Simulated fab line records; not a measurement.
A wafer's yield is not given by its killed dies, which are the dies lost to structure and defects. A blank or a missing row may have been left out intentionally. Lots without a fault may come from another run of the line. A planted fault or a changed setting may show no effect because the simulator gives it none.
fab line records | flow n5Finfet
[record] lots = 5 | wafers = 15 | lastDay = 17
route steps=1938 shown BEOL_M2@921 BEOL_M3@931
lots with no fault: from the same line, run without faults
startH: start of the lot's first displayed wafer, in hours after the record's first day | waitH: time in hours since the lot's previous step | " same as the row above | L1.1+2: several wafers, shown together as one row | - no value, or no start was given | * or withheld: withheld | < > ~ a bound
route shown NAME@n: NAME is a module with steps in the file, n the number in the route of the first one | usual: the fault-free wafers' mean and standard deviation | same: alike in all rows | chamber/n: place in a boat | sites: the reading at each site | _std_site: standard deviation of those values | _edge_site: mean of outer sites minus mean of inner sites | radiusMm: for every site, how far away it sits from the centre of the wafer | mask NAME#n: copy n | behind: the tool/chamber that last shaped the wafer | hold: cause of the lot's hold/its duration in hours/its outcome | device: names the non-switching transistor (n, p or np) | end of line: tests run on the same wafers once the route is complete | step lacking rows: just its recipe | killed: dies lost to structure and defects at the first sort, not the wafer's yield | map: dies across one wafer; x = killed, . = not, _ = none there
set.NAME: the run value of the setting; set.NAME@STEP: its run value at that earlier step | model.NAME: the simulator's own value behind a step, which no gauge read
lots seen at some steps along the route; tables by step, rows by wafer
services: a tool's chamber out of use, with start hour (startH, from the record's first day; less than 0 if before it), hours out, and reason
[[steps]]
[step N5_BEOL_M2_ECD_50]
[recipe] material = Cu | targetThkA = 3000
lot.wafer  | tool     | chamber | startH | waitH
L078.1+3+6 | ecdCu-02 | 0,0,1   | 167.53 | 0.1
L080.2+3+5 | ecdCu-01 | 1,1,0   | 172.50 | 0.1
L093.4+5+6 | ecdCu-01 | 0,1,0   | 266.28 | 0.1
L094.1+2+3 | ecdCu-01 | 1,0,1   | 269.44 | 0.1
L096.3+5+6 | ecdCu-02 | 1,1,0   | 274.89 | 0.1
[step N5_BEOL_M2_ANNEAL_51]
[recipe] tempC = 225 | timeS = 90 | ambient = N2
[usual] wafer_temp_C_max = 226.1/0.39
lot.wafer | tool         | chamber | startH | waitH | wafer_temp_C_max
L078.1    | rtpAnneal-02 | 0       | 167.61 | 0.1   | 226.3
L078.3    | "            | 0       | "      | "     | 226.8
L078.6    | "            | 0       | "      | "     | 226.1
L080.2    | rtpAnneal-02 | 0       | 172.62 | 0.1   | 226.5
L080.3    | "            | 0       | "      | "     | 226.5
L080.5    | "            | 0       | "      | "     | 226.3
L093.4    | rtpAnneal-02 | 0       | 266.48 | 0.2   | 226.1
L093.5    | "            | 0       | "      | "     | 226.1
L093.6    | "            | 0       | "      | "     | 226.1
L094.1    | rtpAnneal-01 | 0       | 269.52 | 0.1   | 225.7
L094.2    | "            | 0       | "      | "     | 225.7
L094.3    | "            | 0       | "      | "     | 225.5
L096.3    | rtpAnneal-01 | 0       | 275.04 | 0.1   | 225.8
L096.5    | "            | 0       | "      | "     | 225.6
L096.6    | "            | 0       | "      | "     | 225.9
[step N5_BEOL_M2_CMP_52]
[recipe] stopOn = SiOC | tOverpolishS = 6.8 | downForcePsi = 1 | platenRpm = 50 | clearingPlatenDownForcePsi = 1.5 | clearingPlatenRpm = 50 | postCmpClean = cuAlkaline | targetThkNm = 40 | clearingPlatenPadVelocityMS = 0.99484 | padVelocityMS = 0.99484
[usual] barrierFieldEndpointS = 24.7/0.77 | clearingPlatenDownForcePsi = 1.5008/0.0027 | clearingPlatenRpm = 49.993/0.025 | motorCurrentA = 6.1/0.65 | overpolishRunS = 6.801/0.009 | retainingRingPressureFrac = 1.000/0.0056 | timeToEndpointS = 62/3.4
lot.wafer | tool   | chamber | startH | waitH | barrierFieldEndpointS | clearingPlatenDownForcePsi | clearingPlatenRpm | motorCurrentA | overpolishRunS | retainingRingPressureFrac | timeToEndpointS
L078.3    | cmp-02 | 3       | 167.95 | 0.2   | 23.4                  | 1.4985                     | 49.943            | 6.6           | 6.794          | 1.006                     | 60
L078.1    | "      | 0       | "      | "     | 24.1                  | 1.5024                     | 49.995            | 5.8           | 6.789          | 0.996                     | 60
L078.6    | "      | 2       | "      | "     | 24.3                  | 1.5045                     | 50.033            | 6.5           | 6.801          | 0.998                     | 63
L080.3    | cmp-02 | 3       | 172.88 | 0.2   | 24.1                  | 1.4972                     | 49.954            | 6.9           | 6.807          | 1.000                     | 60
L080.2    | "      | 1       | "      | "     | 23.7                  | 1.5008                     | 49.953            | 6.1           | 6.817          | 1.000                     | 63
L080.5    | "      | 0       | "      | "     | 24.5                  | 1.5002                     | 49.974            | 6.0           | 6.808          | 1.005                     | 61
L093.4    | cmp-03 | 1       | 266.72 | 0.2   | 24.3                  | 1.4979                     | 49.969            | 6.6           | 6.816          | 0.999                     | 61
L093.5    | "      | 3       | "      | "     | 23.7                  | 1.5012                     | 50.014            | 6.6           | 6.790          | 1.008                     | 59
L093.6    | "      | 0       | "      | "     | 25.1                  | 1.5000                     | 49.975            | 5.5           | 6.799          | 1.004                     | 64
L094.2    | cmp-01 | 0       | 269.81 | 0.2   | 24.4                  | 1.4993                     | 49.997            | 4.9           | 6.811          | 1.001                     | 63
L094.1    | "      | 2       | "      | "     | 23.7                  | 1.5043                     | 50.011            | 5.7           | 6.810          | 0.995                     | 59
L094.3    | "      | 3       | "      | "     | 25.2                  | 1.4990                     | 50.017            | 6.4           | 6.791          | 1.000                     | 67
L096.3    | cmp-02 | 0       | 275.25 | 0.2   | 23.9                  | 1.5050                     | 50.003            | 6.3           | 6.801          | 0.998                     | 60
L096.5    | "      | 0       | "      | "     | 24.2                  | 1.5041                     | 50.008            | 5.9           | 6.797          | 1.008                     | 61
L096.6    | "      | 1       | "      | "     | 23.9                  | 1.5020                     | 49.946            | 5.8           | 6.806          | 1.000                     | 59
[step N5_BEOL_M2_THK_MEAS_53]
[recipe] thkMeasGauge = xrf | reads = Cu_of_BEOL_M2_ECD_50
[usual] M2_THK = 38.6/1.5
lot.wafer | tool         | chamber | startH | waitH | M2_THK[nm]
L078.1    | filmMetro-01 | -       | 168.20 | -     | 37.2
L078.3    | "            | -       | "      | "     | 38.1
L078.6    | "            | -       | "      | "     | 38.5
L080.2    | filmMetro-02 | -       | 173.17 | -     | 36.5
L080.3    | "            | -       | "      | "     | 37.8
L080.5    | "            | -       | "      | "     | 37.2
L093.4    | filmMetro-01 | -       | 266.94 | -     | 38.6
L093.5    | "            | -       | "      | "     | 38.5
L093.6    | "            | -       | "      | "     | 39.3
L094.1    | filmMetro-01 | -       | 270.11 | -     | 37.8
L094.2    | "            | -       | "      | "     | 38.3
L094.3    | "            | -       | "      | "     | 40.1
L096.3    | filmMetro-02 | -       | 275.54 | -     | 36.9
L096.5    | "            | -       | "      | "     | 36.6
L096.6    | "            | -       | "      | "     | 37.5
[step N5_BEOL_M2_PRE_CLEAN_60]
[recipe] gas = NH3/H2 | timeS = 15 | tempC = * | rfPowerW = 300
[usual] heaterPowerW = 83/26 | rfFwdPowerW = 296.5/1.6
lot.wafer | tool     | chamber | startH | waitH | heaterPowerW | rfFwdPowerW
L078.1    | cvdCo-02 | 2       | 168.24 | 0.0   | 70           | 297.0
L078.3    | "        | 1       | "      | "     | 76           | 297.6
L078.6    | "        | 0       | "      | "     | 98           | 293.8
L080.2    | cvdCo-01 | 0       | 173.21 | 0.0   | 129          | 298.1
L080.3    | "        | 1       | "      | "     | 60           | 295.3
L080.5    | "        | 1       | "      | "     | 61           | 295.1
L093.4    | cvdCo-02 | 2       | 266.99 | 0.1   | 70           | 293.6
L093.5    | "        | 1       | "      | "     | 78           | 297.5
L093.6    | "        | 0       | "      | "     | 100          | 295.1
L094.1    | cvdCo-02 | 1       | 270.15 | 0.0   | 78           | 296.7
L094.2    | "        | 0       | "      | "     | 102          | 294.2
L094.3    | "        | 2       | "      | "     | 69           | 295.2
L096.3    | cvdCo-02 | 0       | 275.58 | 0.0   | 100          | 293.2
L096.5    | "        | 1       | "      | "     | 78           | 297.3
L096.6    | "        | 0       | "      | "     | 103          | 292.9
[step N5_BEOL_M2_CO_CAP_55]
[recipe] material = Co | targetThkA = 20 | tempC = 200 | precursor = CCTBA/H2 | pressureTorr = 30 | timeS = 102.1
[usual] heaterPowerW = 234/32
lot.wafer | tool     | chamber | startH | waitH | heaterPowerW
L078.1    | cvdCo-02 | 2       | 168.28 | 0.0   | 217
L078.3    | "        | 1       | "      | "     | 227
L078.6    | "        | 0       | "      | "     | 259
L080.2    | cvdCo-01 | 0       | 173.25 | 0.0   | 297
L080.3    | "        | 1       | "      | "     | 207
L080.5    | "        | 1       | "      | "     | 204
L093.4    | cvdCo-02 | 2       | 267.05 | 0.0   | 218
L093.5    | "        | 1       | "      | "     | 231
L093.6    | "        | 0       | "      | "     | 256
L094.1    | cvdCo-02 | 1       | 270.19 | 0.0   | 230
L094.2    | "        | 0       | "      | "     | 259
L094.3    | "        | 2       | "      | "     | 217
L096.3    | cvdCo-02 | 0       | 275.62 | 0.0   | 260
L096.5    | "        | 1       | "      | "     | 228
L096.6    | "        | 0       | "      | "     | 257
[step N5_BEOL_M2_PRE_CLEAN_56]
[recipe] gas = NH3 | timeS = 15 | tempC = withheld | rfPowerW = 300
[usual] rfFwdPowerW = 295.3/1.7
lot.wafer | tool     | chamber | startH | waitH | rfFwdPowerW
L078.1    | pecvd-04 | 1       | 168.37 | 0.1   | 294.8
L078.3    | "        | 0       | "      | "     | 292.8
L078.6    | "        | 0       | "      | "     | 293.0
L080.2    | pecvd-01 | 2       | 173.34 | 0.1   | 293.9
L080.3    | "        | 1       | "      | "     | 298.3
L080.5    | "        | 1       | "      | "     | 297.2
L093.4    | pecvd-01 | 2       | 267.12 | 0.0   | 293.3
L093.5    | "        | 2       | "      | "     | 295.0
L093.6    | "        | 1       | "      | "     | 296.2
L094.1    | pecvd-01 | 0       | 270.28 | 0.1   | 297.1
L094.2    | "        | 1       | "      | "     | 297.0
L094.3    | "        | 2       | "      | "     | 296.3
L096.3    | pecvd-02 | 1       | 275.71 | 0.1   | 293.8
L096.5    | "        | 0       | "      | "     | 295.7
L096.6    | "        | 1       | "      | "     | 295.9
[step N5_BEOL_M2_DEP_57]
[recipe] material = SiCN | targetThkA = 80 | tempC = withheld | precursor = 3MS/NH3 | pressureTorr = 3 | rfW = 202 | timeS = 14
[usual] rfFwdPowerW = 199.6/1.3 | showerheadPlenumPTorr = 3.673/0.017 | throttleValvePct = 9.0/0.52
lot.wafer | tool     | chamber | startH | waitH | rfFwdPowerW | showerheadPlenumPTorr | throttleValvePct
L078.1    | pecvd-04 | 1       | 168.40 | 0.0   | 200.5       | 3.708                 | 8.9
L078.3    | "        | 0       | "      | "     | 197.2       | 3.670                 | 9.0
L078.6    | "        | 0       | "      | "     | 197.2       | 3.664                 | 9.1
L080.2    | pecvd-01 | 2       | 173.36 | 0.0   | 200.7       | 3.671                 | 9.2
L080.3    | "        | 1       | "      | "     | 201.0       | 3.688                 | 9.5
L080.5    | "        | 1       | "      | "     | 200.2       | 3.680                 | 9.8
L093.4    | pecvd-01 | 2       | 267.16 | 0.0   | 200.3       | 3.677                 | 8.5
L093.5    | "        | 2       | "      | "     | 199.3       | 3.659                 | 8.5
L093.6    | "        | 1       | "      | "     | 200.6       | 3.696                 | 9.9
L094.1    | pecvd-01 | 0       | 270.30 | 0.0   | 200.2       | 3.650                 | 9.2
L094.2    | "        | 1       | "      | "     | 200.1       | 3.686                 | 9.8
L094.3    | "        | 2       | "      | "     | 199.7       | 3.664                 | 8.5
L096.3    | pecvd-02 | 1       | 275.74 | 0.0   | 198.2       | 3.687                 | 9.1
L096.5    | "        | 0       | "      | "     | 199.7       | 3.662                 | 9.6
L096.6    | "        | 1       | "      | "     | 197.8       | 3.687                 | 9.0
[step N5_BEOL_M2_RS_MEAS_58]
[recipe] thkMeasGauge = four-point-probe | reads = Co_of_BEOL_M2_CO_CAP_55+Cu_of_BEOL_M2_ECD_50+Co_of_BEOL_M2_CVD_47+TaN_of_BEOL_M2_ALD_84
[usual] M2_RS = 0.69/0.033
lot.wafer | tool         | chamber | startH | waitH | M2_RS[ohm/sq]
L078.1    | filmMetro-02 | -       | 168.47 | 0.0   | 0.72
L078.3    | "            | -       | "      | "     | 0.69
L078.6    | "            | -       | "      | "     | 0.69
L080.2    | filmMetro-02 | -       | 173.43 | 0.1   | 0.73
L080.3    | "            | -       | "      | "     | 0.71
L080.5    | "            | -       | "      | "     | 0.72
L093.4    | filmMetro-02 | -       | 267.23 | 0.1   | 0.69
L093.5    | "            | -       | "      | "     | 0.70
L093.6    | "            | -       | "      | "     | 0.68
L094.1    | filmMetro-01 | -       | 270.37 | 0.0   | 0.71
L094.2    | "            | -       | "      | "     | 0.70
L094.3    | "            | -       | "      | "     | 0.66
L096.3    | filmMetro-01 | -       | 275.80 | 0.1   | 0.72
L096.5    | "            | -       | "      | "     | 0.73
L096.6    | "            | -       | "      | "     | 0.71
[step N5_BEOL_M2_INSPECT_59]
[recipe] inspectInstrument = darkfield | mode = postDep
[usual] rawDefectCount = 76/30
lot.wafer | tool             | chamber | startH | waitH | rawDefectCount
L078.1    | defectInspect-02 | -       | 168.49 | 0.0   | 72
L078.3    | "                | -       | "      | "     | 74
L078.6    | "                | -       | "      | "     | 70
L080.2    | defectInspect-01 | -       | 173.46 | 0.0   | 45
L080.3    | "                | -       | "      | "     | 74
L080.5    | "                | -       | "      | "     | 51
L093.4    | defectInspect-01 | -       | 267.25 | 0.0   | 76
L093.5    | "                | -       | "      | "     | 86
L093.6    | "                | -       | "      | "     | 97
L094.1    | defectInspect-02 | -       | 270.39 | 0.0   | 104
L094.2    | "                | -       | "      | "     | 103
L094.3    | "                | -       | "      | "     | 82
L096.3    | defectInspect-02 | -       | 275.83 | 0.0   | 73
L096.5    | "                | -       | "      | "     | 89
L096.6    | "                | -       | "      | "     | 96
[step N5_BEOL_M3_ILD_DEP_00]
[recipe] material = SiOC | targetThkA = 790 | tempC = 350 | precursor = DEMS/O2 | pressureTorr = 5 | rfW = 500 | timeS = 15.3
[usual] heaterPowerW = 441/52 | rfFwdPowerW = 493/3.2 | showerheadPlenumPTorr = 5.700/0.02 | throttleValvePct = 11.8/0.61
lot.wafer | tool     | chamber | startH | waitH | heaterPowerW | rfFwdPowerW | showerheadPlenumPTorr | throttleValvePct
L078.1    | pecvd-04 | 0       | 168.53 | 0.0   | 523          | 489         | 5.684                 | 11.6
L078.3    | "        | 1       | "      | "     | 468          | 494         | 5.732                 | 12.0
L078.6    | "        | 0       | "      | "     | 510          | 487         | 5.700                 | 11.7
L080.2    | pecvd-04 | 1       | 173.49 | 0.0   | 481          | 495         | 5.729                 | 11.8
L080.3    | "        | 2       | "      | "     | 378          | 494         | 5.696                 | 10.5
L080.5    | "        | 1       | "      | "     | 478          | 493         | 5.737                 | 12.4
L093.4    | pecvd-03 | 2       | 267.31 | 0.1   | 372          | 494         | 5.693                 | 11.7
L093.5    | "        | 1       | "      | "     | 389          | 489         | 5.656                 | 12.5
L093.6    | "        | 0       | "      | "     | 500          | 493         | 5.712                 | 11.8
L094.1    | pecvd-04 | 2       | 270.43 | 0.0   | 336          | 495         | 5.696                 | 10.6
L094.2    | "        | 1       | "      | "     | 456          | 494         | 5.720                 | 12.0
L094.3    | "        | 0       | "      | "     | 436          | 487         | 5.690                 | 12.1
L096.3    | pecvd-03 | 1       | 275.88 | 0.1   | 397          | 490         | 5.695                 | 12.4
L096.5    | "        | 1       | "      | "     | 400          | 490         | 5.681                 | 12.7
L096.6    | "        | 2       | "      | "     | 400          | 496         | 5.681                 | 11.7
[[services]]
tool     | chamber | startH | hours | kind
cmp-01   | -       | 144.90 | 0.5   | repair
pecvd-01 | 1       | 151.00 | 6.7   | repair
cmp-01   | -       | 159.29 | 16.0  | pm
pecvd-03 | 2       | 164.62 | 5.5   | scheduledDown
cmp-03   | -       | 166.05 | 3.6   | pm
ecdCu-02 | -       | 173.96 | 0.5   | repair
cmp-01   | -       | 183.14 | 2.1   | repair
pecvd-01 | 2       | 209.43 | 19.8  | repair
pecvd-03 | 2       | 211.82 | 5.0   | scheduledDown
cmp-03   | -       | 226.34 | 4.0   | pm
cmp-02   | -       | 226.72 | 6.0   | repair
pecvd-01 | 2       | 229.28 | -     | clean
pecvd-01 | 2       | 229.28 | -     | consumableReplace:showerhead
pecvd-01 | 2       | 229.28 | 29.0  | scheduledDown
pecvd-01 | 2       | 229.28 | 29.0  | ventCycle
pecvd-01 | -       | 229.78 | 28.1  | pm
cmp-03   | -       | 230.34 | -     | consumableReplace:conditioner
cmp-03   | -       | 230.34 | -     | consumableReplace:pad
cmp-01   | -       | 258.90 | 4.0   | pm
cmp-03   | -       | 262.06 | 3.9   | pm
cmp-01   | -       | 262.90 | -     | consumableReplace:conditioner
pecvd-01 | 0       | 265.44 | 4.3   | repair
pecvd-03 | 0       | 271.09 | 16.5  | scheduledDown
cmp-01   | -       | 272.01 | 6.9   | pm
[[key]]
fault none
